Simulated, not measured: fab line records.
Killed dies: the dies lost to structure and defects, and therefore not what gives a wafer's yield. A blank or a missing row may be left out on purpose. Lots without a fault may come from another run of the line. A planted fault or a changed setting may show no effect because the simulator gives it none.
8D (eight disciplines) problem report, filled in by code + flow nand_harc + the parts of the form that need people (team, actions taken, sign-off) are left out

## 1. WHAT WENT WRONG
tube_center_temp_C at NHARC_A_CHANNEL_FILL_D2_ANNEAL_22 reads a mean of 649 C on 12 wafers of 4 lots; wafers without a fault read 620 C with a standard deviation of 0.062. So: +99 or more standard deviations from the usual mean.
The step: time 7200 s.
First observed at day 23 02:00: wafer L698.1, on furnace-03. Wafers with a number at this step in the record: 36, from 12 lots. Rule for "out", or "out of limits": more than 4 standard deviations from the usual mean. All remaining wafers that have a number are taken as sound.

## 2. WHAT IT IS; WHAT IT IS NOT
| question                    | is                                                                                                                                   | is not                                         |
|-----------------------------|--------------------------------------------------------------------------------------------------------------------------------------|------------------------------------------------|
| which readings at this step | tube_center_temp_C, spike_tc_bottom_C, spike_tc_centre_C, spike_tc_lower_C, spike_tc_top_C, spike_tc_upper_C, tube_center_temp_C_max | -                                              |
| which lots                  | L698, L699, L700, L701                                                                                                               | L679, L680, L682, L684, L686, L693, L695, L696 |
| which wafers of those lots  | all that have a number                                                                                                               | -                                              |
| read on which tools         | furnace-03                                                                                                                           | furnace-01, furnace-06                         |
| when                        | from day 23 02:00                                                                                                                    | up to then (24 sound wafers)                   |

## 3. SUSPECTS, AND WHAT RULES EACH OUT
Counting: any tool at a process step up to the reading is kept as a suspect provided that every lot that is out went through it and no sound lot did after the first of them.
- furnace-03 at NHARC_A_CHANNEL_FILL_D2_ANNEAL_22 (time 7200 s): kept. It processed each lot that is out, first L698 at day 23 02:00, and no sound lot thereafter; up to then, the last sound lot it processed was L696 at day 21 20:44. Its own readings are out on those wafers: spike_tc_bottom_C, spike_tc_centre_C, spike_tc_lower_C, spike_tc_top_C, spike_tc_upper_C, tube_center_temp_C, tube_center_temp_C_max.
Left after counting: furnace-03 at NHARC_A_CHANNEL_FILL_D2_ANNEAL_22.

## 4. THE CAUSE (what the simulator had put in)
Process parameters drifting: furnace-03 at NHARC_A_CHANNEL_FILL_D2_ANNEAL_22, beginning at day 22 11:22. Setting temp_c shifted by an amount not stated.
This tool alone remained once counting was done.

## 5. SEQUENCE OF EFFECTS, ordered by route
Each row: a reading where the mean over the struck wafers with a number is more than 3 standard deviations away from the usual. Only readings whose record carries a usual standard deviation are examined. hours: median over the lots of the time between each lot's start at the first step of this table that gives one and its start at this step. sigmas: the change, counted in usual standard deviations.
| hours | step                              | reading                | usual   | on struck wafers | change | sigmas      |
|-------|-----------------------------------|------------------------|---------|------------------|--------|-------------|
| 0     | NHARC_A_CHANNEL_FILL_D2_ANNEAL_22 | spike_tc_bottom_C      | 640.9 C | 669.9            | +29.0  | +12         |
| 0     | NHARC_A_CHANNEL_FILL_D2_ANNEAL_22 | spike_tc_centre_C      | 620.7 C | 650.1            | +29.4  | +23         |
| 0     | NHARC_A_CHANNEL_FILL_D2_ANNEAL_22 | spike_tc_lower_C       | 620.2 C | 649.3            | +29.1  | +26         |
| 0     | NHARC_A_CHANNEL_FILL_D2_ANNEAL_22 | spike_tc_top_C         | 634.1 C | 660.9            | +26.8  | +13         |
| 0     | NHARC_A_CHANNEL_FILL_D2_ANNEAL_22 | spike_tc_upper_C       | 619.7 C | 649.1            | +29.4  | +21         |
| 0     | NHARC_A_CHANNEL_FILL_D2_ANNEAL_22 | tube_center_temp_C     | 620 C   | 649              | +29    | +99 or more |
| 0     | NHARC_A_CHANNEL_FILL_D2_ANNEAL_22 | tube_center_temp_C_max | 621.55  | 650.14           | +28.59 | +99 or more |
Its process steps:
- NHARC_A_CHANNEL_FILL_D2_ANNEAL_22: time 7200 s.

## 6. WHAT WOULD HAVE CAUGHT IT SOONER
In this record the first reading out of limits was taken at day 23 02:00, 15 hours after the fault began at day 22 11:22.
